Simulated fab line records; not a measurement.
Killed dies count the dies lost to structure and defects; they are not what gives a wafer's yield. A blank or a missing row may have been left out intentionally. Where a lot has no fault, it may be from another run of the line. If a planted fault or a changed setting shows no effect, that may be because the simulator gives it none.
fab line records | flow n5-finfet
record lots=24 wafers=72 last-day=18
route steps=1938 shown BEOL_M5@1176 BEOL_M6@1195
lots with no fault: from the same line, run without faults
start-h: hours from the record's first day to the start of the lot's first wafer shown | wait-h: time in hours since the lot's previous step | " as in the row above | L1.1+2: one row covering several wafers at once | - no value, or no start given | * or withheld: withheld | < > ~ a bound
route shown NAME@n: names a module that has steps shown in the file, with the first one's number in the route | usual: the fault-free wafers' mean and standard deviation | same: alike in all rows | chamber/n: place in a boat | sites: readings site by site | _std_site: the standard deviation of these | _edge_site: outer sites' mean less inner sites' | radius-mm: how far each site lies from the wafer's centre | mask NAME#n: copy n | behind: the last tool/chamber to shape the wafer | hold: cause of the lot's hold/its duration in hours/its outcome | device: transistor that didn't switch, given as n, p or np | end of line: the tests these same wafers got at the end of their route | a step given without rows: its recipe and nothing more | killed: the dies lost at the first sort to structure and to defects; this is not the yield of the wafer | map: a wafer's dies, x killed, . not, _ none there
set.NAME: the setting the step ran with; set.NAME@STEP: the setting that earlier step ran with | model.NAME: the simulator's own value behind a step, which no gauge read
one table for each step of the route and one row for each wafer, over a sample of lots
services: the hour from which a tool's chamber was out of use, counted from the record's first day as start-h (under 0 if before that day), plus the number of hours and why
## steps
# step N5_BEOL_M5_ANNEAL_49
# recipe temp-c=400 time-s=1800 ambient=vacuum
# usual heater-power-w=827/95
# columns lot.wafer tool chamber start-h wait-h heater-power-w
L074.2 pvd-sputter-03 - 172.70 0.0 736
L074.3 " - " " 902
L074.6 " - " " 682
L075.1 pvd-sputter-01 - 174.32 0.0 693
L075.2 " - " " 829
L075.3 " - " " 865
L076.1 pvd-sputter-02 - 181.69 0.0 855
L076.3 " - " " 820
L076.4 " - " " 826
L077.2 pvd-sputter-03 - 182.02 0.0 666
L077.3 " - " " 736
L077.4 " - " " 905
L078.1 pvd-sputter-03 - 194.74 0.0 892
L078.2 " - " " 997
L078.5 " - " " 685
L080.1 pvd-sputter-03 - 199.45 0.0 760
L080.3 " - " " 902
L080.5 " - " " 670
L079.2 pvd-sputter-01 - 202.25 0.0 689
L079.4 " - " " 867
L079.5 " - " " 874
L081.2 pvd-sputter-03 - 203.97 0.0 948
L081.3 " - " " 670
L081.6 " - " " 901
L082.3 pvd-sputter-02 - 211.35 0.0 809
L082.4 " - " " 854
L082.5 " - " " 825
L083.3 pvd-sputter-02 - 228.76 0.0 830
L083.5 " - " " 846
L083.6 " - " " 844
L084.2 pvd-sputter-03 - 233.91 0.0 762
L084.5 " - " " 994
L084.6 " - " " 698
L086.1 pvd-sputter-01 - 234.02 0.0 774
L086.3 " - " " 833
L086.5 " - " " 701
L085.3 pvd-sputter-01 - 239.39 0.0 801
L085.4 " - " " 689
L085.6 " - " " 865
L087.2 pvd-sputter-01 - 247.74 0.0 685
L087.4 " - " " 785
L087.5 " - " " 832
L088.1 pvd-sputter-02 - 252.32 0.0 850
L088.2 " - " " 816
L088.4 " - " " 925
L089.1 pvd-sputter-03 - 260.05 0.0 754
L089.5 " - " " 892
L089.6 " - " " 753
L090.3 pvd-sputter-01 - 265.44 0.0 695
L090.5 " - " " 825
L090.6 " - " " 680
L091.1 pvd-sputter-03 - 265.73 0.0 765
L091.4 " - " " 694
L091.5 " - " " 997
L093.2 pvd-sputter-03 - 282.94 0.0 688
L093.3 " - " " 913
L093.4 " - " " 744
L092.4 pvd-sputter-01 - 289.51 0.0 834
L092.5 " - " " 816
L092.6 " - " " 841
L094.1 pvd-sputter-02 - 293.28 0.0 852
L094.4 " - " " 906
L094.5 " - " " 852
L095.2 pvd-sputter-01 - 309.09 0.0 810
L095.4 " - " " 834
L095.6 " - " " 862
L096.1 pvd-sputter-02 - 322.64 0.0 901
L096.5 " - " " 892
L096.6 " - " " 822
L097.1 pvd-sputter-03 - 322.80 0.0 749
L097.3 " - " " 1000
L097.5 " - " " 754
# step N5_BEOL_M5_ANNEAL_82
# recipe temp-c=400 time-s=1800 ambient=vacuum
# usual heater-power-w=827/96
# columns lot.wafer tool chamber start-h wait-h heater-power-w
L074.2 pvd-sputter-03 - 173.79 0.0 734
L074.3 " - " " 892
L074.6 " - " " 669
L075.1 pvd-sputter-01 - 175.41 0.0 701
L075.2 " - " " 844
L075.3 " - " " 883
L076.1 pvd-sputter-02 - 182.78 0.0 859
L076.3 " - " " 826
L076.4 " - " " 803
L077.2 pvd-sputter-03 - 183.11 0.0 680
L077.3 " - " " 742
L077.4 " - " " 891
L078.1 pvd-sputter-03 - 195.83 0.0 912
L078.2 " - " " 1018
L078.5 " - " " 663
L080.1 pvd-sputter-03 - 200.53 0.0 743
L080.3 " - " " 887
L080.5 " - " " 682
L079.2 pvd-sputter-01 - 203.33 0.0 685
L079.4 " - " " 890
L079.5 " - " " 875
L081.2 pvd-sputter-03 - 205.06 0.0 995
L081.3 " - " " 696
L081.6 " - " " 915
L082.3 pvd-sputter-02 - 212.43 0.0 822
L082.4 " - " " 861
L082.5 " - " " 816
L083.3 pvd-sputter-02 - 229.85 0.0 809
L083.5 " - " " 856
L083.6 " - " " 834
L084.2 pvd-sputter-03 - 234.99 0.0 756
L084.5 " - " " 989
L084.6 " - " " 670
L086.1 pvd-sputter-01 - 235.11 0.0 789
L086.3 " - " " 834
L086.5 " - " " 688
L085.3 pvd-sputter-01 - 240.47 0.0 809
L085.4 " - " " 693
L085.6 " - " " 867
L087.2 pvd-sputter-01 - 248.83 0.0 693
L087.4 " - " " 790
L087.5 " - " " 821
L088.1 pvd-sputter-02 - 253.40 0.0 863
L088.2 " - " " 842
L088.4 " - " " 928
L089.1 pvd-sputter-03 - 261.14 0.0 753
L089.5 " - " " 896
L089.6 " - " " 749
L090.3 pvd-sputter-01 - 266.53 0.0 686
L090.5 " - " " 843
L090.6 " - " " 700
L091.1 pvd-sputter-03 - 266.81 0.0 753
L091.4 " - " " 677
L091.5 " - " " 981
L093.2 pvd-sputter-03 - 284.03 0.0 683
L093.3 " - " " 892
L093.4 " - " " 753
L092.4 pvd-sputter-01 - 290.60 0.0 786
L092.5 " - " " 809
L092.6 " - " " 829
L094.1 pvd-sputter-02 - 294.36 0.0 859
L094.4 " - " " 905
L094.5 " - " " 844
L095.2 pvd-sputter-01 - 310.18 0.0 812
L095.4 " - " " 828
L095.6 " - " " 868
L096.1 pvd-sputter-02 - 323.73 0.0 889
L096.5 " - " " 917
L096.6 " - " " 808
L097.1 pvd-sputter-03 - 323.88 0.0 756
L097.3 " - " " 1000
L097.5 " - " " 747
# step N5_BEOL_M5_ANNEAL_89
# recipe temp-c=400 time-s=1800 ambient=vacuum
# usual heater-power-w=824/94
# columns lot.wafer tool chamber start-h wait-h heater-power-w
L074.2 pvd-sputter-03 - 175.96 0.0 750
L074.3 " - " " 880
L074.6 " - " " 670
L075.1 pvd-sputter-01 - 177.58 0.0 698
L075.2 " - " " 827
L075.3 " - " " 873
L076.1 pvd-sputter-02 - 184.95 0.0 864
L076.3 " - " " 837
L076.4 " - " " 813
L077.2 pvd-sputter-03 - 185.28 0.0 672
L077.3 " - " " 751
L077.4 " - " " 901
L078.1 pvd-sputter-03 - 198.00 0.0 902
L078.2 " - " " 991
L078.5 " - " " 692
L080.1 pvd-sputter-03 - 202.71 0.0 743
L080.3 " - " " 889
L080.5 " - " " 662
L079.2 pvd-sputter-01 - 205.51 0.0 678
L079.4 " - " " 862
L079.5 " - " " 851
L081.2 pvd-sputter-03 - 207.23 0.0 984
L081.3 " - " " 674
L081.6 " - " " 910
L082.3 pvd-sputter-02 - 214.61 0.0 821
L082.4 " - " " 857
L082.5 " - " " 810
L083.3 pvd-sputter-02 - 232.02 0.0 820
L083.5 " - " " 871
L083.6 " - " " 855
L084.2 pvd-sputter-03 - 237.17 0.0 753
L084.5 " - " " 979
L084.6 " - " " 686
L086.1 pvd-sputter-01 - 237.28 0.0 814
L086.3 " - " " 828
L086.5 " - " " 697
L085.3 pvd-sputter-01 - 242.65 0.0 807
L085.4 " - " " 689
L085.6 " - " " 878
L087.2 pvd-sputter-01 - 251.00 0.0 684
L087.4 " - " " 796
L087.5 " - " " 823
L089.1 pvd-sputter-03 - 263.31 0.0 749
L089.5 " - " " 875
L089.6 " - " " 724
L088.1 pvd-sputter-02 - 263.67 0.0 848
L088.2 " - " " 851
L088.4 " - " " 900
L090.3 pvd-sputter-01 - 268.70 0.0 694
L090.5 " - " " 815
L090.6 " - " " 684
L091.1 pvd-sputter-03 - 268.99 0.0 751
L091.4 " - " " 668
L091.5 " - " " 988
L093.2 pvd-sputter-03 - 286.20 0.0 666
L093.3 " - " " 892
L093.4 " - " " 763
L092.4 pvd-sputter-01 - 292.77 0.0 832
L092.5 " - " " 797
L092.6 " - " " 844
L094.1 pvd-sputter-02 - 296.54 0.0 844
L094.4 " - " " 879
L094.5 " - " " 834
L095.2 pvd-sputter-01 - 312.35 0.0 813
L095.4 " - " " 809
L095.6 " - " " 844
L096.1 pvd-sputter-02 - 325.90 0.0 911
L096.5 " - " " 890
L096.6 " - " " 812
L097.1 pvd-sputter-03 - 326.06 0.0 740
L097.3 " - " " 983
L097.5 " - " " 744
# step N5_BEOL_M5_CMP_52
# recipe stop-on=SiCOH_lowk t-overpolish-s=6.9 down-force-psi=1 platen-rpm=50 clearing-platen-down-force-psi=1.5 clearing-platen-rpm=50 post-cmp-clean=cu-alkaline target-thk-nm=62 clearing-platen-pad-velocity-m-s=0.99484 pad-velocity-m-s=0.99484
# usual barrier-field-endpoint-s=24.4/0.57 motor-current-A=6.1/0.48 overpolish-run-s=6.898/0.008 pad-life-wafers=1226/730 time-to-endpoint-s=61.1/2.9
# columns lot.wafer tool chamber start-h wait-h barrier-field-endpoint-s motor-current-A overpolish-run-s pad-life-wafers time-to-endpoint-s
L074.3 cmp-03 2 177.77 0.5 23.4 5.3 6.904 1705 60.7
L074.2 " 3 " " 23.3 5.5 6.890 1706 58.5
L074.6 " 2 " " 23.6 5.5 6.884 - 58.4
L075.1 cmp-04 3 179.51 0.3 24.2 6.4 6.919 1777 66.5
L075.2 " 0 " " 25.2 5.9 6.886 1778 66.4
L075.3 " 1 " " 24.4 6.1 6.891 1779 66.7
L076.4 cmp-04 0 186.46 0.1 25.1 6.0 6.906 1848 65.6
L076.3 " 1 " " 25.1 5.9 6.907 1849 63.7
L076.1 " 3 " " 24.9 6.2 6.893 1851 64.1
L077.4 cmp-03 2 186.79 0.1 24.6 5.1 6.896 1746 61.0
L077.2 " 0 " " 24.4 6.7 6.899 1748 62.3
L077.3 " 1 " " 24.4 5.7 6.892 1749 62.8
L078.2 cmp-01 3 199.51 0.2 24.8 6.3 6.893 810 61.3
L078.1 " 0 " " 24.0 7.2 6.896 811 60.1
L078.5 " 0 " " 25.1 6.9 6.900 - 60.3
L080.1 cmp-04 0 204.21 0.3 24.6 5.8 6.902 2004 61.3
L080.3 " 1 " " 24.2 6.1 6.899 2005 55.4
L080.5 " 0 " " 24.6 5.9 6.893 - 60.4
L079.4 cmp-04 2 207.09 0.2 24.7 6.3 6.892 2024 64.4
L079.2 " 3 " " 24.0 5.9 6.902 2025 60.4
L079.5 " 0 " " 24.1 5.6 6.902 - 61.0
L081.2 cmp-04 2 208.74 0.2 24.1 5.9 6.894 2034 62.6
L081.3 " 0 " " 24.5 5.7 6.895 2036 63.4
L081.6 " 2 " " 24.5 6.3 6.890 - 63.8
L082.4 cmp-04 2 216.50 0.1 24.1 6.4 6.909 2112 62.6
L082.3 " 1 " " 23.6 6.0 6.895 2115 58.2
L082.5 " 2 " " 24.2 6.0 6.907 - 57.1
L083.3 cmp-03 2 233.60 0.2 25.0 5.0 6.898 2138 65.5
L083.5 " 0 " " 24.8 7.0 6.892 - 63.4
L083.6 " 1 " " 25.4 5.8 6.898 - 66.3
L084.2 cmp-03 0 238.75 0.3 25.2 6.9 6.902 2 55.6
L084.6 " 2 " " 24.7 5.3 6.902 - 55.3
L084.5 " 3 " " 24.9 5.4 6.893 - 58.3
L086.1 cmp-03 3 238.98 0.3 24.3 5.2 6.889 7 60.1
L086.3 " 0 " " 24.0 7.1 6.895 8 61.1
L086.5 " 3 " " 24.0 5.3 6.894 - 58.4
L085.4 cmp-03 2 244.15 0.1 24.8 5.6 6.904 48 62.4
L085.3 " 0 " " 24.3 6.9 6.895 50 58.4
L085.6 " 2 " " 23.8 5.3 6.884 - 59.8
L087.2 cmp-04 3 252.66 0.3 23.7 6.0 6.894 146 60.2
L087.4 " 0 " " 24.6 5.8 6.886 147 65.4
L087.5 " 2 " " 24.2 6.0 6.898 - 62.4
L089.1 cmp-01 3 264.90 0.3 24.1 6.2 6.892 1322 62.1
L089.5 " 1 " " 24.2 6.0 6.901 - 62.4
L089.6 " 2 " " 24.0 6.0 6.897 - 59.7
L088.4 cmp-04 0 265.18 0.1 24.5 6.1 6.887 228 60.2
L088.1 " 1 " " 24.4 5.8 6.907 229 63.0
L088.2 " 2 " " 24.4 6.3 6.896 230 63.3
L090.3 cmp-01 0 270.30 0.3 24.3 6.7 6.892 1370 59.5
L090.5 " 2 " " 24.0 6.6 6.901 - 58.2
L090.6 " 3 " " 24.2 6.6 6.900 - 64.0
L091.4 cmp-01 3 270.53 0.2 24.1 6.0 6.900 1375 60.5
L091.1 " 0 " " 23.9 6.4 6.898 1376 60.4
L091.5 " 2 " " 24.3 6.4 6.906 - 59.4
L093.4 cmp-01 1 287.71 0.1 23.8 6.1 6.906 1512 58.2
L093.3 " 2 " " 23.4 6.2 6.906 1513 56.9
L093.2 " 3 " " 24.0 6.0 6.891 1514 58.3
L092.4 cmp-01 2 294.41 0.2 24.1 6.6 6.905 1563 59.8
L092.6 " 3 " " 23.8 6.2 6.897 - 58.5
L092.5 " 0 " " 24.2 6.8 6.896 - 57.0
L094.1 cmp-01 3 298.05 0.3 23.8 6.5 6.913 1584 59.4
L094.4 " 2 " " 24.1 6.3 6.911 1587 58.4
L094.5 " 3 " " 24.1 6.0 6.906 - 59.8
L095.4 cmp-04 1 313.93 0.2 26.2 5.8 6.906 608 63.7
L095.2 " 2 " " 24.8 6.3 6.904 609 61.9
L095.6 " 0 " " 25.8 6.0 6.900 - 62.7
L096.1 cmp-04 3 327.45 0.3 24.4 6.3 6.897 727 63.7
L096.5 " 2 " " 25.0 6.2 6.898 - 61.9
L096.6 " 3 " " 24.8 6.0 6.889 - 66.3
L097.1 cmp-04 1 327.64 0.3 24.1 5.9 6.891 732 59.9
L097.3 " 3 " " 24.7 6.4 6.883 734 63.0
L097.5 " 2 " " 25.2 6.5 6.912 - 62.6
# step N5_BEOL_M5_RS_MEAS_57
# recipe thk-meas-gauge=four-point-probe reads=Co_of_BEOL_M5_CO_CAP_78+Cu_of_BEOL_M5_ECD_50+Co_of_BEOL_M5_CVD_47+TaN_of_BEOL_M5_ALD_86
# usual M5_RS=0.394/0.012
# columns lot.wafer tool chamber start-h wait-h M5_RS[ohm/sq]
L074.2 film-metro-02 - 178.52 0.1 0.411
L074.3 " - " " 0.400
L074.6 " - " " 0.398
L075.1 film-metro-02 - 180.02 0.0 0.395
L075.2 " - " " 0.393
L075.3 " - " " 0.408
L076.1 film-metro-01 - 187.03 0.1 0.397
L076.3 " - " " 0.386
L076.4 " - " " 0.383
L077.2 film-metro-01 - 187.39 0.1 0.408
L077.3 " - " " 0.394
L077.4 " - " " 0.398
L078.1 film-metro-02 - 200.06 0.0 0.394
L078.2 " - " " 0.389
L078.5 " - " " 0.398
L080.1 film-metro-02 - 204.77 0.0 0.386
L080.3 " - " " 0.396
L080.5 " - " " 0.387
L079.2 film-metro-02 - 207.57 0.1 0.378
L079.4 " - " " 0.390
L079.5 " - " " 0.379
L081.2 film-metro-01 - 209.30 0.1 0.404
L081.3 " - " " 0.404
L081.6 " - " " 0.403
L082.3 film-metro-01 - 217.05 0.1 0.402
L082.4 " - " " 0.387
L082.5 " - " " 0.389
L083.3 film-metro-02 - 234.17 0.1 0.379
L083.5 " - " " 0.406
L083.6 " - " " 0.393
L084.2 film-metro-01 - 239.23 0.1 0.378
L084.5 " - " " 0.387
L084.6 " - " " 0.407
L086.1 film-metro-02 - 239.51 0.0 0.399
L086.3 " - " " 0.386
L086.5 " - " " 0.379
L085.3 film-metro-02 - 244.71 0.1 0.393
L085.4 " - " " 0.399
L085.6 " - " " 0.388
L087.2 film-metro-01 - 253.14 0.1 0.390
L087.4 " - " " 0.396
L087.5 " - " " 0.405
L089.1 film-metro-01 - 265.39 0.0 0.407
L089.5 " - " " 0.391
L089.6 " - " " 0.408
L088.1 film-metro-01 - 265.74 0.0 0.421
L088.2 " - " " 0.391
L088.4 " - " " 0.381
L090.3 film-metro-01 - 270.85 0.1 0.386
L090.5 " - " " 0.385
L090.6 " - " " 0.383
L091.1 film-metro-01 - 271.05 0.0 0.404
L091.4 " - " " 0.384
L091.5 " - " " 0.407
L093.2 film-metro-02 - 288.27 0.1 0.394
L093.3 " - " " 0.383
L093.4 " - " " 0.397
L092.4 film-metro-02 - 294.85 0.0 0.395
L092.5 " - " " 0.402
L092.6 " - " " 0.411
L094.1 film-metro-02 - 298.61 0.0 0.398
L094.4 " - " " 0.404
L094.5 " - " " 0.367
L095.2 film-metro-01 - 314.41 0.1 0.380
L095.4 " - " " 0.394
L095.6 " - " " 0.387
L096.1 film-metro-01 - 327.96 0.0 0.372
L096.5 " - " " 0.392
L096.6 " - " " 0.370
L097.1 film-metro-02 - 328.19 0.0 0.394
L097.3 " - " " 0.394
L097.5 " - " " 0.402
# step N5_BEOL_M6_CURE_74
# recipe temp-c=385 time-s=240 ambient=He/Ar material=SiCOH_lowk
# usual lamp-power-pct=52.32/0.056 wafer_temp_C_max=387.0/0.56
# columns lot.wafer tool chamber start-h wait-h lamp-power-pct wafer_temp_C_max
L074.2 uv-cure-03 0 178.73 0.1 52.25 387.8
L074.3 " 0 " " 52.30 388.3
L074.6 " 0 " " 52.37 388.0
L075.1 uv-cure-03 0 180.44 0.0 52.23 387.6
L075.2 " 0 " " 52.39 387.7
L075.3 " 0 " " 52.36 387.6
L076.1 uv-cure-01 0 187.17 0.1 52.31 387.7
L076.3 " 0 " " 52.22 388.0
L076.4 " 0 " " 52.27 387.5
L077.2 uv-cure-02 1 187.60 0.1 52.42 387.5
L077.3 " 1 " " 52.31 388.3
L077.4 " 1 " " 52.31 388.0
L078.1 uv-cure-01 1 200.19 0.0 52.28 386.2
L078.2 " 1 " " 52.23 386.8
L078.5 " 1 " " 52.40 386.4
L080.1 uv-cure-01 1 204.90 0.0 52.33 386.6
L080.3 " 1 " " 52.27 386.8
L080.5 " 1 " " 52.43 386.6
L079.2 uv-cure-01 2 207.78 0.1 52.28 386.9
L079.4 " 2 " " 52.32 386.5
L079.5 " 2 " " 52.19 386.6
L081.2 uv-cure-02 0 209.89 0.5 52.27 387.1
L081.3 " 0 " " 52.27 387.4
L081.6 " 0 " " 52.42 387.1
L082.3 uv-cure-01 1 217.34 0.2 52.23 386.6
L082.4 " 1 " " 52.34 387.4
L082.5 " 1 " " 52.29 386.8
L083.3 uv-cure-03 1 234.46 0.2 52.27 386.9
L083.5 " 1 " " 52.30 387.1
L083.6 " 1 " " 52.42 386.7
L084.2 uv-cure-02 2 239.46 0.1 52.28 387.5
L084.5 " 2 " " 52.24 386.8
L084.6 " 2 " " 52.23 387.3
L086.1 uv-cure-03 0 239.66 0.1 52.39 387.7
L086.3 " 0 " " 52.34 387.1
L086.5 " 0 " " 52.27 387.0
L085.3 uv-cure-01 2 245.00 0.2 52.34 387.0
L085.4 " 2 " " 52.37 386.4
L085.6 " 2 " " 52.28 386.4
L087.2 uv-cure-03 1 253.34 0.1 52.23 386.3
L087.4 " 1 " " 52.28 386.5
L087.5 " 1 " " 52.34 386.5
L089.1 uv-cure-03 0 265.51 0.0 52.34 387.0
L089.5 " 0 " " 52.39 387.2
L089.6 " 0 " " 52.27 387.3
L088.1 uv-cure-01 1 265.86 0.0 52.36 386.9
L088.2 " 1 " " 52.33 386.3
L088.4 " 1 " " 52.38 386.6
L090.3 uv-cure-03 1 271.14 0.2 52.36 387.4
L090.5 " 1 " " 52.32 386.4
L090.6 " 1 " " 52.36 386.0
L091.1 uv-cure-02 1 271.21 0.1 52.27 387.5
L091.4 " 1 " " 52.32 387.0
L091.5 " 1 " " 52.32 387.5
L093.2 uv-cure-01 2 288.47 0.1 52.27 386.7
L093.3 " 2 " " 52.32 386.7
L093.4 " 2 " " 52.28 386.5
L092.4 uv-cure-01 1 295.21 0.3 52.30 386.7
L092.5 " 1 " " 52.31 387.2
L092.6 " 1 " " 52.34 387.1
L094.1 uv-cure-03 0 298.74 0.0 52.29 387.6
L094.4 " 0 " " 52.32 387.1
L094.5 " 0 " " 52.35 387.2
L095.2 uv-cure-03 0 314.62 0.1 52.28 387.2
L095.4 " 0 " " 52.28 387.2
L095.6 " 0 " " 52.35 387.5
L096.1 uv-cure-01 1 328.09 0.0 52.36 386.8
L096.5 " 1 " " 52.33 387.2
L096.6 " 1 " " 52.37 386.6
L097.1 uv-cure-03 1 328.32 0.0 52.34 386.0
L097.3 " 1 " " 52.39 386.1
L097.5 " 1 " " 52.33 386.0
## services
# columns tool chamber start-h hours kind
uv-cure-03 - 157.56 0.9 repair
cmp-01 - 165.72 20.0 pm
cmp-03 - 167.87 1.6 repair
cmp-03 - 181.19 5.3 repair
cmp-01 - 191.11 0.3 repair
cmp-03 - 208.50 1.8 repair
uv-cure-03 - 213.10 1.4 repair
cmp-04 - 229.25 4.0 pm
uv-cure-02 - 231.35 0.9 repair
cmp-04 - 233.25 - consumable-replace:conditioner
cmp-04 - 233.25 - consumable-replace:pad
uv-cure-01 - 234.10 7.5 pm
cmp-03 - 234.58 4.0 pm
cmp-01 - 240.50 0.6 repair
uv-cure-03 - 244.42 7.1 pm
uv-cure-02 - 260.00 7.5 pm
cmp-03 - 263.00 0.4 repair
cmp-04 - 265.45 1.7 repair
uv-cure-01 - 271.15 0.8 repair
cmp-01 - 279.26 2.2 repair
uv-cure-02 - 283.03 0.3 repair
uv-cure-02 - 323.36 7.1 pm
cmp-03 - 323.45 5.2 pm
cmp-01 - 325.82 5.9 pm
## key
fault none
